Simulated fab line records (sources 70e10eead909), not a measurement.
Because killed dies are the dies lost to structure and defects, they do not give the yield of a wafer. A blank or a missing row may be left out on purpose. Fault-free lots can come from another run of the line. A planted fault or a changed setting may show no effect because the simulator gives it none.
The tool behind it: which one?	flow nand harc	13 lots, 39 wafers sampled, at 5 steps of a route of 1159

== WHAT EACH GAUGE READ, for each wafer ==
NHARC_HYBRID_BOND_OVL_MEAS_05. Usual: overlay x nm 3 nm, standard deviation 35; overlay y nm -8 nm, standard deviation 32.
lot	measured	on	overlay x nm (nm)	overlay y nm (nm)	flag
L930	day 19 06:20	overlay-02	10 -32 -20	-65 13 1	
L931	day 19 15:40	overlay-02	27 -29 -9	-27 -13 -42	
L932	day 19 15:40	overlay-01	-3 5 -37	-25 0 15	
L934	day 20 12:51	overlay-02	-25 6 -23	-37 -8 -18	
L933	day 20 12:51	overlay-01	-46 11 -10	0 -8 -35	
L935	day 20 20:30	overlay-02	51 18 8	31 -41 -2	
L936	day 20 20:30	overlay-01	-55 -15 39	-13 -6 -24	
L937	day 20 20:31	overlay-02	20 -18 38	-3 -17 -12	
L939	day 21 13:47	overlay-02	13 -34 52	-38 -68 -6	
L938	day 21 13:47	overlay-01	79 -30 36	18 -78 16	
L949	day 24 21:24	overlay-01	-45 33 66	-4 -5 41	
L952	day 25 05:15	overlay-02	-10 -16 17	5 8 -5	
L953	day 25 09:40	overlay-01	-101 21 -60	14 -23 -14	

NHARC_END_SORT_01. Usual: killed at array 27, standard deviation 12; killed at other 0.5, standard deviation 0.9; killed at periphery 3.7, standard deviation 2.7; killed dies 31, standard deviation 12; killed open 3.3, standard deviation 2; killed short 2.0, standard deviation 1.4.
lot	measured	on	killed at array	killed at other	killed at periphery	killed dies	killed open	killed short	flag
L939	day 22 08:08	prober-01	62 94 91	0 0 1	6 2 4	68 96 96	3 2 6	5 3 2	OFF
L938	day 22 08:14	prober-02	108 107 112	1 0 2	7 4 7	116 111 121	4 2 7	3 4 1	OFF

== WHAT TOOL EACH LOT RAN ON (gives the tool, then ch and the chambers of the sampled wafers, and finally the start) ==
lot	NHARC_A_BLC_CVD_24	NHARC_A_BONDPAD_ETCH_34	NHARC_THIN_TSV_ETCH_15
L930	cvd w-02 ch 0,1, day 18 07:40	rie diel-09 ch 0,1, day 18 19:07	rie si-04 ch 2,3, day 19 13:29
L931	cvd w-02 ch 0,1, day 18 13:17	rie diel-11 ch 1,2,3, day 19 01:49	rie si-02 ch 1,2, day 19 19:22
L932	cvd w-01 ch 0,1, day 18 13:25	rie diel-11 ch 2,3, day 19 02:10	rie si-04 ch 1,3, day 19 20:24
L934	cvd w-02 ch 0,1, day 19 13:19	rie diel-09 ch 1,2, day 20 00:35	rie si-04 ch 2,3, day 20 16:35
L933	cvd w-01 ch 1, day 19 13:32	rie diel-09 ch 1,2,3, day 20 01:50	rie si-02 ch 0,1,2, day 20 17:47
L935	cvd w-01 ch 1, day 19 19:38	rie diel-09 ch 1,2,3, day 20 07:40	rie si-04 ch 0,2,3, day 21 00:43
L936	cvd w-02 ch 1, day 20 00:00	rie diel-09 ch 0,3, day 20 10:49	rie si-02 ch 0,1,3, day 21 01:17
L937	cvd w-02 ch 0,1, day 20 00:22	rie diel-13 ch 0,2,3, day 20 11:33	rie si-02 ch 0,1,2, day 21 02:20
L939	cvd w-02 ch 0,1, day 20 12:12	rie diel-09 ch 1,2,3, day 21 00:07	rie si-04 ch 1,3, day 21 18:31
L938	cvd w-02 ch 0, day 20 12:38	rie diel-13 ch 0,2, day 20 23:30	rie si-04 ch 0,1,2, day 21 17:20
L949	cvd w-01 ch 0,1, day 23 21:47	rie diel-09 ch 1,2,3, day 24 09:17	rie si-02 ch 0,2,3, day 25 01:09
L952	cvd w-02 ch 0,1, day 24 07:25	rie diel-09 ch 0,2,3, day 24 18:50	rie si-04 ch 1,2,3, day 25 10:02
L953	cvd w-02 ch 0, day 24 07:51	rie diel-09 ch 1,3, day 24 21:13	rie si-04 ch 0,1,2, day 25 16:15
- NHARC_A_BLC_CVD_24: deposits W, target thk 150 nm, time 434 s.
- NHARC_A_BONDPAD_ETCH_34: etches the open film in N2/H2, target depth 60 nm, overetch 18 nm, time 65.91 s.
- NHARC_THIN_TSV_ETCH_15: target depth 3000 nm, bosch target overetch cycles 2, bosch etch step 2.8 s.

== AS READ BY THE TOOLS THEMSELVES (means over the sampled wafers that have a number; for cases with no such wafer, the mark the record gives instead) ==
NHARC_A_BLC_CVD_24. Usual: heater power w 451 W, standard deviation 62; throttle valve pct 7.87 %, standard deviation 0.2.
lot	tool	heater power w (W)	throttle valve pct (%)	flag
L930	cvd w-02	453	7.75	
L931	cvd w-02	460	7.76	
L932	cvd w-01	378	8.06	
L934	cvd w-02	483	7.69	
L933	cvd w-01	332	8.23	
L935	cvd w-01	335	8.38	
L936	cvd w-02	432	7.55	
L937	cvd w-02	483	7.78	
L939	cvd w-02	488	7.88	
L938	cvd w-02	509	7.86	
L949	cvd w-01	383	7.87	
L952	cvd w-02	457	7.80	
L953	cvd w-02	513	7.72	

NHARC_A_BONDPAD_ETCH_34. Usual: drypump motor current A 5.6 A, standard deviation 0.52; oes product au 0.999 a.u., standard deviation 0.0099; rf vpp V 432.3 V, standard deviation 2.5; showerhead plenum p Torr 2.10 Torr, standard deviation 0.086; throttle valve pct 14.171 %, standard deviation 0.0099.
lot	tool	drypump motor current A (A)	oes product au (a.u.)	rf vpp V (V)	showerhead plenum p Torr (Torr)	throttle valve pct (%)	flag
L930	rie diel-09	5.9	1.009	431.9	2.11	14.174	
L931	rie diel-11	5.7	0.998	428.8	1.96	14.172	
L932	rie diel-11	5.6	0.994	427.8	1.97	14.179	
L934	rie diel-09	5.8	0.990	433.9	2.15	14.166	
L933	rie diel-09	5.4	0.995	433.4	2.16	14.165	
L935	rie diel-09	5.4	0.988	434.3	2.16	14.175	
L936	rie diel-09	5.6	0.999	432.5	2.11	14.175	
L937	rie diel-13	5.6	1.009	432.7	2.09	14.174	
L939	rie diel-09	5.4	0.995	434.8	2.16	14.163	
L938	rie diel-13	5.5	1.016	429.3	2.03	14.176	
L949	rie diel-09	5.4	0.995	434.4	2.16	14.174	
L952	rie diel-09	5.5	0.995	432.2	2.13	14.165	
L953	rie diel-09	5.1	0.991	434.4	2.17	14.162	

NHARC_THIN_TSV_ETCH_15. Usual: drypump motor current A reads 5.4 A (standard deviation 0.47).
lot	tool	drypump motor current A (A)	flag
L930	rie si-04	5.5	
L931	rie si-02	5.6	
L932	rie si-04	5.5	
L934	rie si-04	5.5	
L933	rie si-02	5.8	
L935	rie si-04	5.2	
L936	rie si-02	5.6	
L937	rie si-02	5.8	
L939	rie si-04	5.4	
L938	rie si-04	5.1	
L949	rie si-02	5.4	
L952	rie si-04	5.4	
L953	rie si-04	5.1	

== THE ANSWER, worked out from the rows above alone ==
Rule: a lot is off if the mean of its wafers that have a number lies more than 3 standard deviations from the usual mean. Also off: a lot with no number at a reading for which 4 or more lots have one. Where the step has rows for the other lots, those lots are counted as sound. The gauges are gone through in route order, then the tools' own readings, and for those a lot's mean is taken as printed above. At the first step where some lot is off, the reading lying furthest off is the one used; lots without a number count as furthest.
Off at NHARC_END_SORT_01 (killed dies): L939, L938. Neither off nor sound, because the step has no rows for them: L930, L931, L932, L934, L933, L935, L936, L937, L949, L952, L953.
A tool fits if, at a process step before that reading, it ran every lot that is off, and no sound lot after the first of them. The gauges at NHARC_END_SORT_01 are tried like those tools. Undecided on this evidence; 2 tools fit (cvd w-02 at NHARC_A_BLC_CVD_24, rie si-04 at NHARC_THIN_TSV_ETCH_15).

== WHAT THE SIMULATOR HAD PUT IN ==
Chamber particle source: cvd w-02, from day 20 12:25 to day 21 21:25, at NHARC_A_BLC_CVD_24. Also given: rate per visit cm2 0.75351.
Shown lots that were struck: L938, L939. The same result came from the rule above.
